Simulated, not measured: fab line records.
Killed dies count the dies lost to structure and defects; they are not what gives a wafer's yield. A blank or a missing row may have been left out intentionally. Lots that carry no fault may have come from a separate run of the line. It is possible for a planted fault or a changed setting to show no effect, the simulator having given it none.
fab line records	flow n5_finfet
record lots=7	wafers=21
route steps=1938 shown ZERO_LAYER@4 WELL_APT@40 FIN_SAQP@96 FIN_CUT@173 DUMMY_GATE@237
start_h: start of the lot's first displayed wafer, in hours after the record's first day	wait_h: hours from the lot's prior step to this one	" repeats the value in the row above	L1.1+2: one row covering several wafers at once	- either no value or no given start	* or withheld: withheld	< > ~ a bound
route shown NAME@n: a module of which the file shows steps, and the number in the route of the first	usual: the fault-free wafers' mean and standard deviation	same: alike in all rows	chamber/n: place in a boat	sites: the reading at each site	_std_site: the values' standard deviation	_edge_site: inner sites' mean taken away from outer sites' mean	radius_mm: for every site, how far away it sits from the centre of the wafer	mask NAME#n: copy n	behind: the most recent tool/chamber to have shaped the wafer	hold: what put the lot on hold/how long, in hours/how the hold closed	device: the transistor (n, p or np) that didn't switch	end of line: tests of these same wafers at the route's end	a step given without rows: its recipe and nothing more	killed: the dies lost at the first sort to structure and to defects; this is not the yield of the wafer	map: a wafer's dies, marking killed ones x, the rest . and places with no die _
set.NAME: setting as actually run; set.NAME@STEP: the setting as run at that earlier step	model.NAME: the simulator's own value behind a step, which no gauge read
lots whose settings were changed on purpose; a table a step, a row a wafer
## steps
# step N5_ZERO_LAYER_PECVD_02
# recipe material=SiO2	target_thk_a=100	temp_c=400	precursor=SiH4/N2O	pressure_torr=0.75	rf_w=275	time_s=6
lot.wafer	tool	chamber	start_h	wait_h	set.time_s	model.SiO2_of_ZERO_LAYER_PECVD_02.thk_nm
L074.2	pecvd-04	1	12.28	0.0	6	10.07
L074.3	"	0	"	"	6	9.911
L074.5	"	2	"	"	6	10.23
L081.3	pecvd-02	2	54.30	0.0	6	9.985
L081.4	"	0	"	"	6	9.886
L081.5	"	1	"	"	6	9.735
L084.1	pecvd-04	2	72.28	0.0	6	9.937
L084.4	"	1	"	"	6.862	11.52
L084.6	"	2	"	"	6.862	11.41
L088.2	pecvd-02	2	96.28	0.0	5.27	8.667
L088.5	"	2	"	"	5.27	8.907
L088.6	"	0	"	"	5.27	8.905
L089.2	pecvd-01	1	102.28	0.0	5.471	9.096
L089.5	"	0	"	"	6	10.22
L089.6	"	1	"	"	6	10.21
L092.1	pecvd-04	0	120.28	0.0	6	9.833
L092.3	"	2	"	"	6	9.879
L092.4	"	2	"	"	6	9.915
L093.1	pecvd-01	2	126.28	0.0	5.741	9.262
L093.5	"	1	"	"	6	10.05
L093.6	"	0	"	"	6	9.955
# step N5_ZERO_LAYER_COAT_05
# recipe spin_rpm=1500	resist_thk_nm=1000
lot.wafer	tool	chamber	start_h	wait_h	set.spin_rpm	model.coat_of_ZERO_LAYER_COAT_05.thk_nm
L074.2	litho_track-04	0	-	-	1500	993.4
L074.3	"	0	"	"	1500	993
L074.5	"	0	"	"	1500	993.7
L081.3	litho_track-04	0	-	-	1500	996.5
L081.4	"	0	"	"	1500	998.3
L081.5	"	0	"	"	1500	998.2
L084.1	litho_track-05	0	-	-	1500	1002
L084.4	"	0	"	"	1500	998
L084.6	"	0	"	"	1360	1049
L088.2	litho_track-05	0	-	-	1500	999.1
L088.5	"	0	"	"	1613	960.7
L088.6	"	0	"	"	1500	995.7
L089.2	litho_track-04	0	-	-	1500	999.9
L089.5	"	0	"	"	1500	1000
L089.6	"	0	"	"	1589	976.2
L092.1	litho_track-02	0	-	-	1618	963.7
L092.3	"	0	"	"	1500	1001
L092.4	"	0	"	"	1618	963.4
L093.1	litho_track-02	0	-	-	1500	1004
L093.5	"	0	"	"	1500	1006
L093.6	"	0	"	"	1347	1059
# step N5_ZERO_LAYER_EBR_07
# recipe solvent=PGMEA	ebr_width_mm=1.5
# step N5_ZERO_LAYER_SOFTBAKE_06
# recipe temp_c=100	time_s=90
# step N5_ZERO_LAYER_ETCH_17
# recipe chemistry=CF4	target=SiO2	target_depth_a=120	time_s=13.3	ion_energy_ev=350	pressure_mtorr=40	source_w=450	bias_w=215	Ar_flow_sccm=100	cf4_flow_sccm=100
# step N5_ZERO_LAYER_ETCH_18
# recipe chemistry=HBr/Cl2	target=Si	target_depth_a=1200	time_s=40	pressure_mtorr=10	icp_w=800	bias_w=75	HBr_flow_sccm=150	Cl2_flow_sccm=80
# step N5_ZERO_LAYER_STRIP_24
# recipe chemistry=O2	power_w=1000	temp_c=250	overash_fraction=0.3	pressure_mtorr=1000	o2_flow_sccm=6750
# usual strip_time_to_endpoint_s=43.85/0.1
lot.wafer	tool	chamber	start_h	wait_h	set.spin_rpm@ZERO_LAYER_COAT_05	strip_time_to_endpoint_s
L074.2	plasma_asher-01	1	13.40	0.1	1500	43.67
L074.3	"	0	"	"	1500	43.65
L074.5	"	0	"	"	1500	43.70
L081.3	plasma_asher-02	1	54.93	0.1	1500	43.74
L081.4	"	0	"	"	1500	43.82
L081.5	"	1	"	"	1500	43.79
L084.1	plasma_asher-01	0	72.89	0.1	1500	43.93
L084.4	"	1	"	"	1500	43.81
L084.6	"	0	"	"	1360	45.31
L088.2	plasma_asher-01	1	97.02	0.1	1500	43.83
L088.5	"	1	"	"	1613	42.65
L088.6	"	0	"	"	1500	43.70
L089.2	plasma_asher-01	1	102.93	0.1	1500	43.84
L089.5	"	1	"	"	1500	43.89
L089.6	"	0	"	"	1589	43.16
L092.1	plasma_asher-01	0	120.93	0.1	1618	42.78
L092.3	"	1	"	"	1500	43.90
L092.4	"	0	"	"	1618	42.74
L093.1	plasma_asher-01	1	127.06	0.1	1500	43.98
L093.5	"	0	"	"	1500	44.02
L093.6	"	1	"	"	1347	45.66
# step N5_WELL_APT_PEB_23
# recipe peb_temp_c=130	peb_time_s=90
lot.wafer	tool	chamber	start_h	wait_h	set.peb_time_s
L074.2+3+5	litho_track-03	0	15.32	0.0	90
L081.3+4+5	litho_track-04	0	56.83	0.0	90
L084.1+4	litho_track-04	0	75.20	0.1	90
L084.6	"	0	"	"	70.35
L088.2+5+6	litho_track-01	0	98.86	0.0	90
L089.2+5+6	litho_track-04	0	104.85	0.0	90
L092.1+3	litho_track-04	0	122.60	0.1	90
L092.4	"	0	"	"	77.09
L093.1+5+6	litho_track-04	0	128.85	0.1	103.5
# step N5_WELL_APT_DEVELOP_24
# recipe develop_time_s=45	rinse_liquid=surfactant_rinse	dry=air_spin	dev_temp_c=21
# step N5_WELL_APT_HARDBAKE_29
# recipe temp_c=130	time_s=120
# step N5_WELL_APT_CD_MEAS_25
# recipe target_cd_nm=200	landing_energy_ev=500	detector=se_inlens
# usual cd_nm=200.5/1.4
lot.wafer	tool	chamber	start_h	wait_h	set.peb_time_s@WELL_APT_PEB_23	cd_nm
L074.2	cd_sem-01	0	15.43	-	90	203.5
L074.3	"	0	"	"	90	201.2
L074.5	"	0	"	"	90	203.9
L081.3	cd_sem-03	0	56.95	-	90	202.5
L081.4	"	0	"	"	90	199.5
L081.5	"	0	"	"	90	201.2
L084.1	cd_sem-02	0	75.32	-	90	201.2
L084.4	"	0	"	"	90	199.3
L084.6	"	0	"	"	70.35	188.1
L088.2	cd_sem-02	0	98.98	-	90	201.1
L088.5	"	0	"	"	90	201.0
L088.6	"	0	"	"	90	200.9
L089.2	cd_sem-03	0	104.97	-	90	199.5
L089.5	"	0	"	"	90	199.9
L089.6	"	0	"	"	90	198.6
L092.1	cd_sem-02	0	122.71	-	90	200.9
L092.3	"	0	"	"	90	199.4
L092.4	"	0	"	"	77.09	193.3
L093.1	cd_sem-02	0	128.97	-	103.5	207.3
L093.5	"	0	"	"	103.5	204.8
L093.6	"	0	"	"	103.5	208.0
# step N5_WELL_APT_DESCUM_30
# recipe chemistry=O2	time_s=7.9	source_power_w=50	bias_power_w=20	pressure_mtorr=20	rf_frequency_hz=2.712e+07	temp_c=40	o2_flow_sccm=225
lot.wafer	tool	chamber	start_h	wait_h	set.time_s	set.peb_time_s@WELL_APT_PEB_23	model.WELL_APT.cd_nm
L074.2	rie_diel-04	2	15.52	0.0	7.9	90	203.6
L074.3	"	1	"	"	7.9	90	201.3
L074.5	"	1	"	"	7.9	90	203.8
L081.3	rie_diel-05	2	57.03	0.0	7.9	90	202.3
L081.4	"	3	"	"	6.352	90	199.1
L081.5	"	3	"	"	7.9	90	201.2
L084.1	rie_diel-05	0	75.41	0.0	7.9	90	201.2
L084.4	"	1	"	"	8.778	90	199.3
L084.6	"	1	"	"	7.9	70.35	188.3
L088.2	rie_diel-02	1	99.10	0.0	7.9	90	201
L088.5+6	"	3,0	"	"	9.655	90	201.1
L089.2	rie_diel-05	0	105.05	0.0	8.694	90	199.4
L089.5	"	2	"	"	7.9	90	199.9
L089.6	"	3	"	"	8.694	90	198.7
L092.1	rie_diel-04	1	122.80	0.0	7.9	90	201
L092.3	"	3	"	"	7.9	90	199.4
L092.4	"	2	"	"	7.9	77.09	192.8
L093.1	rie_diel-02	3	129.10	0.1	6.564	103.5	207.3
L093.5	"	3	"	"	7.9	103.5	204.5
L093.6	"	0	"	"	6.564	103.5	207.8
# step N5_FIN_SAQP_HM_DEP_03
# recipe material=SiNx	target_thk_a=380	temp_c=400	precursor=SiH4/NH3/N2	pressure_torr=1.5	rf_w=300	time_s=33.6
lot.wafer	tool	chamber	start_h	wait_h	set.time_s	model.SiNx_of_FIN_SAQP_HM_DEP_03.thk_nm
L074.2	pecvd-02	0	21.66	0.2	33.6	37.56
L074.3	"	1	"	"	33.6	37.36
L074.5	"	1	"	"	33.6	38.72
L081.3	pecvd-01	1	63.60	0.1	33.6	37.8
L081.4	"	0	"	"	33.6	38.59
L081.5	"	1	"	"	33.6	38.08
L084.1	pecvd-02	0	81.11	0.2	33.6	37.94
L084.4	"	2	"	"	30.3	34.62
L084.6	"	1	"	"	33.6	38.23
L088.2	pecvd-03	0	104.87	0.2	29.15	33.15
L088.5	"	1	"	"	33.6	38.38
L088.6	"	0	"	"	29.15	33.4
L089.2	pecvd-03	0	110.58	0.2	33.6	37.76
L089.5	"	1	"	"	33.6	38.15
L089.6	"	0	"	"	33.6	38.87
L092.1	pecvd-03	1	128.87	0.2	28.75	32.37
L092.3	"	2	"	"	33.6	37.91
L092.4	"	2	"	"	33.6	38.73
L093.1	pecvd-02	1	147.30	0.2	31.28	35.37
L093.5	"	0	"	"	31.28	35.36
L093.6	"	2	"	"	33.6	39.01
# step N5_FIN_SAQP_THK_MEAS_05
# usual thk_nm=38.1/0.47
lot.wafer	tool	chamber	start_h	wait_h	set.time_s@FIN_SAQP_HM_DEP_03	thk_nm
L074.2	film_metro-02	-	21.75	0.1	33.6	37.6
L074.3	"	-	"	"	33.6	37.4
L074.5	"	-	"	"	33.6	38.7
L081.3	film_metro-01	-	63.69	0.1	33.6	37.8
L081.4	"	-	"	"	33.6	38.6
L081.5	"	-	"	"	33.6	38.1
L084.1	film_metro-02	-	81.20	0.1	33.6	37.9
L084.4	"	-	"	"	30.3	34.6
L084.6	"	-	"	"	33.6	38.3
L088.2	film_metro-01	-	104.98	0.1	29.15	33.2
L088.5	"	-	"	"	33.6	38.4
L088.6	"	-	"	"	29.15	33.4
L089.2	film_metro-01	-	110.67	0.1	33.6	37.8
L089.5	"	-	"	"	33.6	38.1
L089.6	"	-	"	"	33.6	38.9
L092.1	film_metro-02	-	128.96	0.1	28.75	32.3
L092.3	"	-	"	"	33.6	37.9
L092.4	"	-	"	"	33.6	38.7
L093.1	film_metro-02	-	147.38	0.1	31.28	35.4
L093.5	"	-	"	"	31.28	35.4
L093.6	"	-	"	"	33.6	39.0
# step N5_FIN_SAQP_PECVD_48
# recipe material=SiNx	target_thk_a=250	temp_c=400	precursor=SiH4/NH3/N2	pressure_torr=1.5	rf_w=300	time_s=22.1
lot.wafer	tool	chamber	start_h	wait_h	set.time_s	model.SiNx_of_FIN_SAQP_PECVD_48.thk_nm
L074.2	pecvd-03	2	21.83	0.0	22.1	24.68
L074.3	"	0	"	"	22.1	25
L074.5	"	0	"	"	22.1	24.94
L081.3	pecvd-02	2	63.76	0.0	19.78	22.3
L081.4	"	1	"	"	19.78	22.25
L081.5	"	0	"	"	22.1	25.21
L084.1	pecvd-01	2	81.28	0.0	22.1	24.57
L084.4	"	0	"	"	22.1	25.24
L084.6	"	1	"	"	22.1	25.01
L088.2	pecvd-02	1	105.06	0.0	22.1	24.96
L088.5	"	1	"	"	25.01	28.61
L088.6	"	2	"	"	25.01	28.84
L089.2	pecvd-03	2	110.74	0.0	22.1	25.02
L089.5	"	1	"	"	23.66	26.64
L089.6	"	0	"	"	23.66	27
L092.1	pecvd-03	0	129.04	0.0	22.1	24.62
L092.3	"	1	"	"	24.81	27.84
L092.4	"	0	"	"	24.81	28.49
L093.1	pecvd-03	2	147.46	0.0	22.1	25.07
L093.5	"	0	"	"	22.1	25.54
L093.6	"	1	"	"	22.1	25.08
# step N5_FIN_SAQP_PECVD_06
# recipe material=a-Si	target_thk_a=600	temp_c=400	precursor=SiH4/He	pressure_torr=3	rf_w=100	time_s=48.1
# step N5_FIN_SAQP_MANDREL1_REMOVE_56
# recipe chemistry=HBr/Cl2/O2	bt_time_s=10	target=a-Si	stop_on=SiNx	endpoint=OES-SiCl	over_etch_frac=1	icp_w=600	bias_w=22	HBr_flow_sccm=150	Cl2_flow_sccm=80	O2_flow_sccm=5	pressure_mtorr=10
# step N5_FIN_SAQP_ETCH_57
# recipe chemistry=CH3F/O2	target=SiNx	mask_material=SiO2	target_depth_a=325	time_s=46.4	pressure_mtorr=30	source_w=395	bias_w=73	Ar_flow_sccm=150	CH3F_flow_sccm=30	O2_flow_sccm=20	ion_energy_ev=120	ends=cleared
# usual etch_rf_on_time_s=46.0/0.72
lot.wafer	tool	chamber	start_h	wait_h	set.time_s@FIN_SAQP_PECVD_48	etch_rf_on_time_s	model.etch.depth_nm
L074.2	rie_diel-04	0	24.98	0.0	22.1	45.7	24.67
L074.3	"	3	"	"	22.1	46.9	25
L074.5	"	1	"	"	22.1	46.8	24.93
L081.3	rie_diel-05	3	66.53	0.0	19.78	41.4	22.3
L081.4	"	1	"	"	19.78	40.9	22.25
L081.5	"	2	"	"	22.1	46.8	25.21
L084.1	rie_diel-05	0	84.05	0.0	22.1	44.8	24.57
L084.4	"	1	"	"	22.1	46.5	25.24
L084.6	"	2	"	"	22.1	45.8	25.01
L088.2	rie_diel-05	3	108.17	0.0	22.1	45.9	24.96
L088.5	"	3	"	"	25.01	53.0	28.61
L088.6	"	0	"	"	25.01	53.1	28.84
L089.2	rie_diel-05	0	114.04	0.0	22.1	45.8	25.02
L089.5	"	1	"	"	23.66	49.0	26.64
L089.6	"	2	"	"	23.66	49.6	26.89
L092.1	rie_diel-02	1	132.18	0.0	22.1	44.9	24.62
L092.3	"	0	"	"	24.81	51.1	27.84
L092.4	"	3	"	"	24.81	53.0	28.49
L093.1	rie_diel-05	0	152.05	0.3	22.1	45.7	25.07
L093.5	"	0	"	"	22.1	47.3	25.54
L093.6	"	1	"	"	22.1	46.3	25.08
# step N5_FIN_SAQP_ETCH_65
# recipe chemistry=CF4	target=SiO2	target_depth_a=40	ion_energy_ev=350	time_s=4.4	pressure_mtorr=10	icp_w=800	bias_w=400	cf4_flow_sccm=80
# step N5_FIN_SAQP_MANDREL_ETCH_58
# recipe chemistry=HBr/Cl2	target=a-Si	target_depth_a=450	bt_time_s=10	stop_on=SiNx	mask_material=SiO2	over_etch_frac=0.8	time_s=27	pressure_mtorr=10	icp_w=800	bias_w=75	HBr_flow_sccm=150	Cl2_flow_sccm=80	ends=end_point
# step N5_FIN_SAQP_MANDREL2_REMOVE_60
# recipe chemistry=HBr/Cl2/O2	bt_time_s=10	target=a-Si	stop_on=SiNx	endpoint=OES-SiCl	over_etch_frac=1	icp_w=600	bias_w=22	HBr_flow_sccm=150	Cl2_flow_sccm=80	O2_flow_sccm=5	pressure_mtorr=10
# step N5_FIN_SAQP_HM_OPEN_33
# recipe chemistry=CH3F/O2	target=SiNx	mask_material=SiO2	target_depth_a=494	time_s=70.6	pressure_mtorr=30	source_w=395	bias_w=73	Ar_flow_sccm=150	CH3F_flow_sccm=30	O2_flow_sccm=20	ion_energy_ev=120	ends=cleared
# usual etch_rf_on_time_s=69.2/1.1
lot.wafer	tool	chamber	start_h	wait_h	set.time_s@FIN_SAQP_HM_DEP_03	etch_rf_on_time_s	model.etch.depth_nm
L074.2	rie_diel-04	1	26.57	0.0	33.6	68.4	36.84
L074.3	"	3	"	"	33.6	68.4	36.74
L074.5	"	2	"	"	33.6	69.4	38.09
L081.3	rie_diel-02	0	68.07	0.0	33.6	68.7	37.17
L081.4	"	2	"	"	33.6	69.5	37.97
L081.5	"	1	"	"	33.6	69.1	37.45
L084.1	rie_diel-02	3	85.60	0.0	33.6	68.6	37.31
L084.4	"	0	"	"	30.3	62.2	33.98
L084.6	"	3	"	"	33.6	70.4	37.61
L088.2	rie_diel-02	2	109.77	0.1	29.15	60.8	32.52
L088.5	"	1	"	"	33.6	69.3	37.75
L088.6	"	0	"	"	29.15	61.0	32.76
L089.2	rie_diel-04	0	116.01	0.0	33.6	68.2	37.13
L089.5	"	0	"	"	33.6	68.6	37.51
L089.6	"	3	"	"	33.6	71.0	38.24
L092.1	rie_diel-02	2	133.72	0.0	28.75	58.5	31.74
L092.3	"	0	"	"	33.6	68.7	37.19
L092.4	"	3	"	"	33.6	71.1	38.09
L093.1	rie_diel-02	0	153.79	0.1	31.28	63.7	34.64
L093.5	"	2	"	"	31.28	63.9	34.73
L093.6	"	1	"	"	33.6	71.6	38.28
# step N5_FIN_SAQP_ETCH_34
# recipe chemistry=C4F6/O2	target=SiO2	target_depth_a=450	time_s=15	ion_energy_ev=250	pressure_mtorr=30	source_w=345	bias_w=185	Ar_flow_sccm=300	C4F6_flow_sccm=10	O2_flow_sccm=10	ends=cleared
# step N5_FIN_SAQP_STRIP_77
# recipe chemistry=N2/H2	time_s=90	power_w=100	temp_c=40	pressure_mtorr=100	rf_frequency_hz=6e+07	bias_power_w=3	n2_flow_sccm=300	h2_flow_sccm=300
# step N5_FIN_SAQP_PRECLEAN_38
# recipe chemistry=O3/DIW	time_s=45	temp_c=22	o3_ppm=10
# step N5_FIN_SAQP_PRECLEAN_45
# recipe chemistry=dHF	time_s=10	dilution=500:1	temp_c=25
lot.wafer	tool	chamber	start_h	wait_h	set.time_s@FIN_SAQP_HM_DEP_03	model.SiNx_of_FIN_SAQP_HM_DEP_03.thk_nm
L074.2	wet_bench-01	2	27.03	0.0	33.6	20.4
L074.3	"	4	"	"	33.6	20.6
L074.5	"	5	"	"	33.6	21.6
L081.3	wet_bench-04	3	68.54	0.0	33.6	20.8
L081.4	"	1	"	"	33.6	21.6
L081.5	"	4	"	"	33.6	21
L084.1+6	wet_bench-01	3,5	86.07	0.0	33.6	21.2
L084.4	"	6	"	"	30.3	17.6
L088.2	wet_bench-02	5	110.23	0.0	29.15	16
L088.5	"	4	"	"	33.6	21.4
L088.6	"	7	"	"	29.15	16.4
L089.2	wet_bench-01	1	116.49	0.0	33.6	21
L089.5	"	0	"	"	33.6	21.2
L089.6	"	5	"	"	33.6	22.2
L092.1	wet_bench-04	7	134.20	0.0	28.75	15.4
L092.3	"	5	"	"	33.6	20.8
L092.4	"	2	"	"	33.6	21.8
L093.1	wet_bench-02	5	154.26	0.0	31.28	18.6
L093.5	"	1	"	"	31.28	18.4
L093.6	"	6	"	"	33.6	22
# step N5_FIN_CUT_CUT_ETCH_26
# recipe chemistry=CH3F/O2	target=SiNx	target_depth_a=390	mask_material=SOC	time_s=55.7	pressure_mtorr=30	source_w=395	bias_w=73	Ar_flow_sccm=150	CH3F_flow_sccm=30	O2_flow_sccm=20	ion_energy_ev=120
# usual rf_vpp_V=298.1/2.9
lot.wafer	tool	chamber	start_h	wait_h	set.source_w	rf_vpp_V	model.etch.depth_nm	model.SOC_of_FIN_CUT_COAT_18.thk_nm
L074.2	rie_diel-03	3	28.09	0.0	395	299.3	38.14	211.8
L074.3	"	2	"	"	395	302.0	39	211.2
L074.5	"	3	"	"	395	300.6	38.14	211.8
L081.3	rie_diel-03	0	69.60	0.0	463.6	275.3	41.52	212.4
L081.4	"	0	"	"	395	297.1	38.66	214.4
L081.5	"	2	"	"	463.6	281.4	40.66	212.8
L084.1	rie_diel-01	3	87.13	0.0	395	294.2	39.35	211.4
L084.4	"	2	"	"	395	295.7	39.16	211.6
L084.6	"	3	"	"	327.5	321.7	36.44	213.2
L088.2	rie_diel-03	1	111.17	0.0	395	294.4	39.21	210.4
L088.5	"	2	"	"	395	303.5	38.72	211
L088.6	"	1	"	"	395	292.8	39.25	211.2
L089.2	rie_diel-06	3	117.45	0.0	350	316.1	37.48	212.2
L089.5	"	0	"	"	350	318.1	36.97	212.2
L089.6	"	1	"	"	350	314.2	36.53	212.6
L092.1	rie_diel-03	3	144.14	0.0	420.7	292.6	40.55	210.6
L092.3	"	2	"	"	420.7	293.6	39.63	210.4
L092.4	"	0	"	"	420.7	288.1	39.79	210.6
L093.1	rie_diel-03	1	155.19	0.0	334.7	316.6	36.93	213
L093.5	"	2	"	"	395	302.1	38.94	212.2
L093.6	"	3	"	"	395	299.9	39.35	211.4
# step N5_DUMMY_GATE_ETCH_37
# recipe chemistry=N2/H2	target=SOC	target_depth_a=600	overetch_a=300	temp_c=40	ion_energy_ev=200	pressure_mtorr=30	source_w=840	bias_w=150	n2_flow_sccm=200	h2_flow_sccm=200
# usual rf_vpp_V=524.1/2.5
lot.wafer	tool	chamber	start_h	wait_h	set.source_w	rf_vpp_V	model.SiARC_of_DUMMY_GATE_COAT_35.thk_nm
L074.2	rie_diel-06	0	47.32	0.0	840	527.5	4.8
L074.3	"	1	"	"	840	526.9	5
L074.5	"	0	"	"	840	526.5	5
L081.3	rie_diel-06	2	88.87	0.0	689.4	557.7	5.6
L081.4	"	0	"	"	689.4	561.4	5.6
L081.5	"	2	"	"	840	521.8	5
L084.1	rie_diel-01	1	105.70	0.0	840	523.8	5
L084.4	"	3	"	"	927.8	505.6	4.6
L084.6	"	2	"	"	927.8	501.8	4.6
L088.2	rie_diel-06	2	129.95	0.0	713.1	551.3	5.4
L088.5	"	2	"	"	840	521.4	5
L088.6	"	1	"	"	840	526.5	5
L089.2	rie_diel-06	2	144.22	0.0	840	519.5	5
L089.5	"	3	"	"	840	522.8	5
L089.6	"	2	"	"	840	520.3	5
L092.1	rie_diel-03	3	162.41	0.0	840	524.7	5
L092.3	"	0	"	"	840	523.8	5
L092.4	"	2	"	"	739.7	550.8	5.4
L093.1	rie_diel-06	2	175.37	0.0	908.8	508.4	4.8
L093.5	"	1	"	"	840	526.0	5.2
L093.6	"	0	"	"	908.8	512.2	4.8
## key
split step=N5_ZERO_LAYER_PECVD_02	setting=time_s	stated=6	by=wafer
response step=N5_ZERO_LAYER_PECVD_02	reading=model.SiO2_of_ZERO_LAYER_PECVD_02.thk_nm	change=+0.116	per=1%	r=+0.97
split step=N5_ZERO_LAYER_COAT_05	setting=spin_rpm	stated=1500	by=wafer
response step=N5_ZERO_LAYER_COAT_05	reading=model.coat_of_ZERO_LAYER_COAT_05.thk_nm	change=-5	per=1%	r=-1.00
response step=N5_ZERO_LAYER_STRIP_24	reading=strip_time_to_endpoint_s	change=*	per=1%	r=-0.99
split step=N5_WELL_APT_PEB_23	setting=peb_time_s	stated=90	by=wafer
response step=N5_WELL_APT_CD_MEAS_25	reading=cd_nm	change=+0.534	per=1%	r=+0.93
response step=N5_WELL_APT_DESCUM_30	reading=model.WELL_APT.cd_nm	change=+0.54	per=1%	r=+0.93
split step=N5_WELL_APT_DESCUM_30	setting=time_s	stated=7.9	by=wafer
response none clear
split step=N5_FIN_SAQP_HM_DEP_03	setting=time_s	stated=33.6	by=wafer
response step=N5_FIN_SAQP_HM_DEP_03	reading=model.SiNx_of_FIN_SAQP_HM_DEP_03.thk_nm	change=+0.403	per=1%	r=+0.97
response step=N5_FIN_SAQP_THK_MEAS_05	reading=thk_nm	change=*	per=1%	r=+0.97
response step=N5_FIN_SAQP_HM_OPEN_33	reading=etch_rf_on_time_s	change=*	per=1%	r=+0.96
response step=N5_FIN_SAQP_HM_OPEN_33	reading=model.etch.depth_nm	change=+0.401	per=1%	r=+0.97
response step=N5_FIN_SAQP_PRECLEAN_45	reading=model.SiNx_of_FIN_SAQP_HM_DEP_03.thk_nm	change=+0.405	per=1%	r=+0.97
split step=N5_FIN_SAQP_PECVD_48	setting=time_s	stated=22.1	by=wafer
response step=N5_FIN_SAQP_PECVD_48	reading=model.SiNx_of_FIN_SAQP_PECVD_48.thk_nm	change=+0.283	per=1%	r=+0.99
response step=N5_FIN_SAQP_ETCH_57	reading=etch_rf_on_time_s	change=*	per=1%	r=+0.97
response step=N5_FIN_SAQP_ETCH_57	reading=model.etch.depth_nm	change=+0.282	per=1%	r=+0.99
split step=N5_FIN_CUT_CUT_ETCH_26	setting=source_w	stated=395	by=wafer
response step=N5_FIN_CUT_CUT_ETCH_26	reading=rf_vpp_V	change=-1.24	per=1%	r=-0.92
response step=N5_FIN_CUT_CUT_ETCH_26	reading=model.etch.depth_nm	change=+0.15	per=1%	r=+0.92
response step=N5_FIN_CUT_CUT_ETCH_26	reading=model.SOC_of_FIN_CUT_COAT_18.thk_nm	change=-0.0951	per=1%	r=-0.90
split step=N5_DUMMY_GATE_ETCH_37	setting=source_w	stated=840	by=wafer
response step=N5_DUMMY_GATE_ETCH_37	reading=rf_vpp_V	change=-2.01	per=1%	r=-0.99
response step=N5_DUMMY_GATE_ETCH_37	reading=model.SiARC_of_DUMMY_GATE_COAT_35.thk_nm	change=-0.0334	per=1%	r=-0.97
